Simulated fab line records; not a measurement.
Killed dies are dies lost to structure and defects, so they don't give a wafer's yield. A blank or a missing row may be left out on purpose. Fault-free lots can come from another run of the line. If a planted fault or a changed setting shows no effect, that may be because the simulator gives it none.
What tool caused it?    flow n5-finfet    8 lots with 24 wafers sampled at 9 steps, on a route of 1938 steps

WHAT THE GAUGES SHOWED, per wafer
N5_DUMMY_GATE_OVL_MEAS_16. Usual: GATE_OVL typically reads 0.4 nm, with standard deviation 0.7.
lot   measured     on          GATE_OVL (nm)   flag
L315  day 2 23:22  overlay-01  -0.4 -0.7 -0.2  
L321  day 4 13:15  overlay-02  0.0 0.4 -0.1    
L324  day 5 06:05  overlay-01  0.2 -1.1 0.0    
L325  day 5 13:53  overlay-01  0.0 0.0 -0.1    
L327  day 6 01:02  overlay-01  0.8 0.2 0.7     
L328  day 6 11:23  overlay-01  -0.3 0.3 0.1    
L331  day 7 02:02  overlay-02  -0.7 -0.6 1.1   
L332  day 7 07:39  overlay-01  0.2 -0.4 -0.1   

N5_DUMMY_GATE_INSPECT_27: inspects for defects (brightfield). Usual: 296 for raw-defect-count, sd 73.
lot   measured     on                 raw-defect-count  flag
L315  day 3 00:49  defect-inspect-02  342 222 344       
L321  day 4 14:29  defect-inspect-01  314 318 242       
L324  day 5 07:23  defect-inspect-01  296 321 284       
L325  day 5 15:34  defect-inspect-02  641 393 432       
L327  day 6 03:26  defect-inspect-02  245 278 280       
L328  day 6 13:43  defect-inspect-02  295 267 370       
L331  day 7 03:28  defect-inspect-02  751 780 997       OFF
L332  day 7 09:04  defect-inspect-02  911 899 934       OFF

N5_SPACER0_INSPECT_04: inspects for defects (darkfield). Usual: 134 for raw-defect-count, sd 31.
lot   measured     on                 raw-defect-count  flag
L315  day 3 01:40  defect-inspect-02  164 112 157       
L321  day 4 15:52  defect-inspect-02  147 136 176       
L324  day 5 07:59  defect-inspect-02  111 135 114       
L325  day 5 17:13  defect-inspect-02  262 158 175       
L327  day 6 04:10  defect-inspect-02  112 121 111       
L328  day 6 14:19  defect-inspect-02  145 127 175       
L331  day 7 04:04  defect-inspect-02  681 638 743       OFF
L332  day 7 09:40  defect-inspect-01  698 708 749       OFF

N5_SD_EPI_N_INSPECT_11: inspects for defects (macro). Usual: 2.2 for raw-defect-count, sd 1.6.
lot   measured     on                 raw-defect-count  flag
L315  day 3 02:00  defect-inspect-01  3 4 1             
L321  day 4 16:19  defect-inspect-02  7 3 2             
L324  day 5 08:26  defect-inspect-01  3 0 1             
L325  day 5 17:40  defect-inspect-02  4 3 0             
L327  day 6 04:37  defect-inspect-02  3 3 2             
L328  day 6 14:40  defect-inspect-02  1 3 3             
L331  day 7 04:31  defect-inspect-02  >300 >300 >300    OFF
L332  day 7 10:07  defect-inspect-01  >300 >300 >300    OFF

N5_SD_EPI_N_INSPECT_26: inspects for defects (darkfield). Usual: 201 for raw-defect-count, sd 35.
lot   measured     on                 raw-defect-count  flag
L315  day 3 06:01  defect-inspect-01  178 144 195       
L321  day 4 21:34  defect-inspect-01  186 193 243       
L324  day 5 13:37  defect-inspect-02  190 220 189       
L325  day 5 22:24  defect-inspect-01  284 212 201       
L327  day 6 09:15  defect-inspect-01  208 178 191       
L328  day 6 18:41  defect-inspect-02  221 193 244       
L331  day 7 10:05  defect-inspect-01  744 664 770       OFF
L332  day 7 14:50  defect-inspect-01  776 834 813       OFF

N5_BEOL_M4_RC_MEAS_101. Usual: DIBL_N 36.2 mV/V, standard deviation 1.6; DIBL_P 36.1 mV/V, standard deviation 2; IOFF_N 0.16 nA/um, standard deviation 0.032; IOFF_P 0.22 nA/um, standard deviation 0.036; ION_N 672 uA/um, standard deviation 11; ION_P 463 uA/um, standard deviation 7.5; SS_N 71.4 mV/dec, standard deviation 0.58; SS_P 73.2 mV/dec, standard deviation 0.67; VT_N 250 mV, standard deviation 3.3; VT_P -250 mV, standard deviation 3.3.
lot   measured      on         DIBL_N (mV/V)   DIBL_P (mV/V)   IOFF_N (nA/um)  IOFF_P (nA/um)  ION_N (uA/um)  ION_P (uA/um)  SS_N (mV/dec)   SS_P (mV/dec)   VT_N (mV)    VT_P (mV)       flag
L315  day 8 04:59   prober-02  36.6 37.2 34.5  37.3 38.7 35.6  0.13 0.17 0.12  0.17 0.19 0.15  652 679 660    446 456 444    71.1 72.3 70.7  72.5 74.0 72.3  254 247 255  -257 -251 -256  
L321  day 10 01:50  prober-02  36.2 35.3 37.4  36.8 34.3 39.0  0.15 0.12 0.18  0.20 0.17 0.23  654 665 671    455 461 458    72.1 71.8 71.7  73.0 72.3 74.2  252 255 248  -251 -253 -250  
L324  day 10 08:41  prober-02  37.7 37.3 37.0  37.1 38.2 38.0  0.17 0.16 0.16  0.24 0.26 0.24  675 678 682    471 471 466    71.8 71.5 71.5  73.0 74.0 72.8  247 248 249  -246 -245 -246  
L325  day 10 18:22  prober-02  36.8 36.4 34.8  37.0 36.5 35.0  0.18 0.18 0.15  0.23 0.22 0.21  673 676 676    461 470 465    71.7 71.3 71.6  73.3 73.8 73.7  248 249 248  -250 -251 -248  
L327  day 11 06:59  prober-02  33.7 35.4 36.2  33.0 35.0 35.8  0.12 0.15 0.18  0.19 0.23 0.23  657 681 686    461 468 474    70.5 71.2 71.4  72.0 72.8 73.0  252 250 247  -246 -245 -244  
L328  day 11 13:42  prober-02  37.5 39.5 37.5  39.2 41.9 39.3  0.22 0.26 0.20  0.26 0.31 0.25  680 693 690    463 475 472    71.8 73.1 71.6  74.1 74.5 74.0  243 243 245  -250 -246 -250  
L331  day 12 12:28  prober-02  34.2 33.3 36.3  33.8 32.6 36.6  0.13 0.13 0.17  0.18 0.17 0.23  647 657 665    455 459 457    70.6 70.6 72.2  72.7 72.4 73.4  253 251 248  -253 -251 -250  
L332  day 12 09:08  prober-02  34.6 35.1 36.8  34.6 35.6 38.2  0.12 0.13 0.15  0.18 0.19 0.23  661 667 679    458 461 470    71.6 71.1 72.1  72.5 72.6 73.9  254 254 251  -253 -250 -250  

EACH LOT AND THE TOOL THAT RAN IT (in order: tool; ch and the chambers of the sampled wafers; start)
lot   N5_DUMMY_GATE_CMP_04          N5_DUMMY_GATE_ETCH_23            N5_DUMMY_GATE_PRECLEAN_25
L315  cmp-02 ch 0,3, day 2 18:45    rie-si-05 ch 0,2,3, day 3 00:22  wet-bench-04 ch 1,3,4, day 3 00:43
L321  cmp-04 ch 0,2,3, day 4 06:47  rie-si-04 ch 0,1,2, day 4 14:02  wet-bench-04 ch 0,2,3, day 4 14:24
L324  cmp-03 ch 0,2,3, day 5 01:27  rie-si-05 ch 0,3, day 5 06:55    wet-bench-06 ch 1,3,4, day 5 07:17
L325  cmp-03 ch 0,1, day 5 07:20    rie-si-04 ch 0,1,2, day 5 14:53  wet-bench-06 ch 0,3,4, day 5 15:23
L327  cmp-03 ch 0,1,2, day 5 20:32  rie-si-04 ch 2,3, day 6 02:58    wet-bench-06 ch 1,2,7, day 6 03:20
L328  cmp-04 ch 0,1, day 6 06:51    rie-si-05 ch 0,1,2, day 6 12:31  wet-bench-04 ch 1,6,7, day 6 13:37
L331  cmp-02 ch 0,1,2, day 6 21:28  rie-si-04 ch 0,1,3, day 7 03:01  wet-bench-06 ch 3,5,6, day 7 03:22
L332  cmp-03 ch 1,2,3, day 7 03:04  rie-si-04 ch 0,1,3, day 7 08:37  wet-bench-06 ch 3,4,6, day 7 08:58
- N5_DUMMY_GATE_CMP_04: polishes a-Si.
- N5_DUMMY_GATE_ETCH_23: etches poly-Si in HBr/Cl2/O2, target depth 41 nm, time 22.3 s.
- N5_DUMMY_GATE_PRECLEAN_25: cleans in O3/DIW, time 45 s.

WHAT THE TOOLS THEMSELVES READ (means of the sampled wafers that have a number; where no wafer has one, the mark that the record gives instead)
N5_DUMMY_GATE_CMP_04. Usual: motor-current-A 9.8 A, standard deviation 0.82; time-to-endpoint-s 12.6 s, standard deviation 2.2.
lot   tool    motor-current-A (A)  time-to-endpoint-s (s)  flag
L315  cmp-02  9.3                  15.0                    
L321  cmp-04  10.2                 16.0                    
L324  cmp-03  9.7                  11.0                    
L325  cmp-03  9.4                  11.9                    
L327  cmp-03  9.8                  13.5                    
L328  cmp-04  9.8                  13.4                    
L331  cmp-02  10.0                 11.3                    
L332  cmp-03  10.4                 14.0                    

N5_DUMMY_GATE_ETCH_23. Usual: drypump-motor-current-A 5.7 A, standard deviation 0.42; he-backside-leak-sccm 2.7 sccm, standard deviation 0.33; oes-product-au 1.006 a.u., standard deviation 0.017; rf-fwd-power-W 794.8 W, standard deviation 2.8; throttle-valve-pct 37.39 %, standard deviation 0.24.
lot   tool       drypump-motor-current-A (A)  he-backside-leak-sccm (sccm)  oes-product-au (a.u.)  rf-fwd-power-W (W)  throttle-valve-pct (%)  flag
L315  rie-si-05  5.7                          2.9                           1.008                  794.4               37.37                   
L321  rie-si-04  5.7                          2.7                           1.012                  796.2               37.59                   
L324  rie-si-05  5.4                          3.1                           1.000                  792.9               37.56                   
L325  rie-si-04  5.7                          2.8                           1.000                  795.8               37.59                   
L327  rie-si-04  5.6                          2.3                           1.004                  793.1               37.52                   
L328  rie-si-05  6.0                          3.5                           1.004                  796.3               37.19                   
L331  rie-si-04  5.6                          2.6                           1.020                  795.2               37.42                   
L332  rie-si-04  5.6                          2.6                           1.017                  795.1               37.44                   

N5_DUMMY_GATE_PRECLEAN_25. Usual: 2.3 % for bath-heat-duty-pct, sd 0.4.
lot   tool          bath-heat-duty-pct (%)  flag
L315  wet-bench-04  2.6                     
L321  wet-bench-04  2.1                     
L324  wet-bench-06  2.3                     
L325  wet-bench-06  2.3                     
L327  wet-bench-06  2.0                     
L328  wet-bench-04  2.3                     
L331  wet-bench-06  2.5                     
L332  wet-bench-06  2.3                     

THE ANSWER, worked out from the rows above alone
Rule: lot off if the mean of its wafers having a number is beyond 3 standard deviations from the usual mean. Also off: a lot with no number at a reading for which 4 or more lots have one. The other lots that the step has rows for count as sound. The gauges are gone through in route order, then the tools' own readings, and for those a lot's mean is taken as printed above. At the first step where some lot is off, the reading lying furthest off is the one used; lots without a number count as furthest.
Off at N5_DUMMY_GATE_INSPECT_27 (raw-defect-count): L331, L332.
If a tool, at a process step before that reading, ran all the lots that are off and no sound lot after the first of them, it fits. Not tried: the gauges at N5_DUMMY_GATE_INSPECT_27; whatever is off there is also off at N5_SD_EPI_N_INSPECT_26, on other tools, and gauge error can't account for it. Can't be told from this: 2 tools fit, rie-si-04 at N5_DUMMY_GATE_ETCH_23, wet-bench-06 at N5_DUMMY_GATE_PRECLEAN_25.

WHAT THE SIMULATOR HAD INSERTED
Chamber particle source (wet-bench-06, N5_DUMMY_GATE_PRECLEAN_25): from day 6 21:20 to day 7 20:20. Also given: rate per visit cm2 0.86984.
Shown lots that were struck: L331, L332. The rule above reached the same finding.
